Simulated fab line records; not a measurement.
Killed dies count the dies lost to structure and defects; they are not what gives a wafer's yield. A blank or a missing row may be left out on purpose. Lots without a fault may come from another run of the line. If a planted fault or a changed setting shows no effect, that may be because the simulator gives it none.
Matching of chambers / flow nandHarc / 4 sister chambers for NHARC_A_CONTACT_ETCH_78 on rieDiel-02
The step etches the open film in O2/COS, target depth 5300 nm, time 1378 s. 8 wafers are shown with their chamber, then 7 later ones without.

== EACH WAFER AND ITS CHAMBER ==
wafer=L647.1; chamber=1; drypumpMotorCurrentA (A)=5.8; oesProductAu (a.u.)=1.011
wafer=L654.5; chamber=3; drypumpMotorCurrentA (A)=6.5; oesProductAu (a.u.)=1.002
wafer=L654.6; chamber=2; drypumpMotorCurrentA (A)=5.2; oesProductAu (a.u.)=0.987
wafer=L657.1; chamber=0; drypumpMotorCurrentA (A)=4.9; oesProductAu (a.u.)=1.019
wafer=L657.2; chamber=1; drypumpMotorCurrentA (A)=5.8; oesProductAu (a.u.)=1.009
wafer=L657.5; chamber=0; drypumpMotorCurrentA (A)=4.8; oesProductAu (a.u.)=1.011
wafer=L660.3; chamber=3; drypumpMotorCurrentA (A)=6.5; oesProductAu (a.u.)=1.013
wafer=L660.4; chamber=2; drypumpMotorCurrentA (A)=5.2; oesProductAu (a.u.)=1.000

== WAFERS WHOSE CHAMBER IS MISSING ==
wafer=L660.5; drypumpMotorCurrentA (A)=4.8; oesProductAu (a.u.)=1.012
wafer=L661.1; drypumpMotorCurrentA (A)=5.2; oesProductAu (a.u.)=0.996
wafer=L661.5; drypumpMotorCurrentA (A)=5.8; oesProductAu (a.u.)=1.001
wafer=L661.6; drypumpMotorCurrentA (A)=5.2; oesProductAu (a.u.)=1.002
wafer=L664.1; drypumpMotorCurrentA (A)=5.7; oesProductAu (a.u.)=1.000
wafer=L664.4; drypumpMotorCurrentA (A)=6.5; oesProductAu (a.u.)=1.011
wafer=L664.5; drypumpMotorCurrentA (A)=4.9; oesProductAu (a.u.)=1.014

== CHAMBER TAKEN BY EACH ==
wafer=L660.5; from the rows above=0; in truth=0
wafer=L661.1; from the rows above=2; in truth=2
wafer=L661.5; from the rows above=1; in truth=1
wafer=L661.6; from the rows above=2; in truth=2
wafer=L664.1; from the rows above=1; in truth=1
wafer=L664.4; from the rows above=3; in truth=3
wafer=L664.5; from the rows above=0; in truth=0
7 of 7 placed correctly. Can't be placed from these rows: 0. Placed wrongly: 0.
How it was worked out, from the rows above alone: a wafer's distance from a chamber is the root of the sum, over the readings, of the square of ((its reading less the chamber's mean) divided by the reading's scatter). If the next closest chamber is less than 2 further off than the closest, the wafer can't be placed; otherwise it belongs to the closest. For every chamber, the mean is computed from those of its wafers that are shown. The scatter: the root of (the sum of the squares of (reading less its chamber's mean) over the shown wafers, divided by (wafers less chambers)).
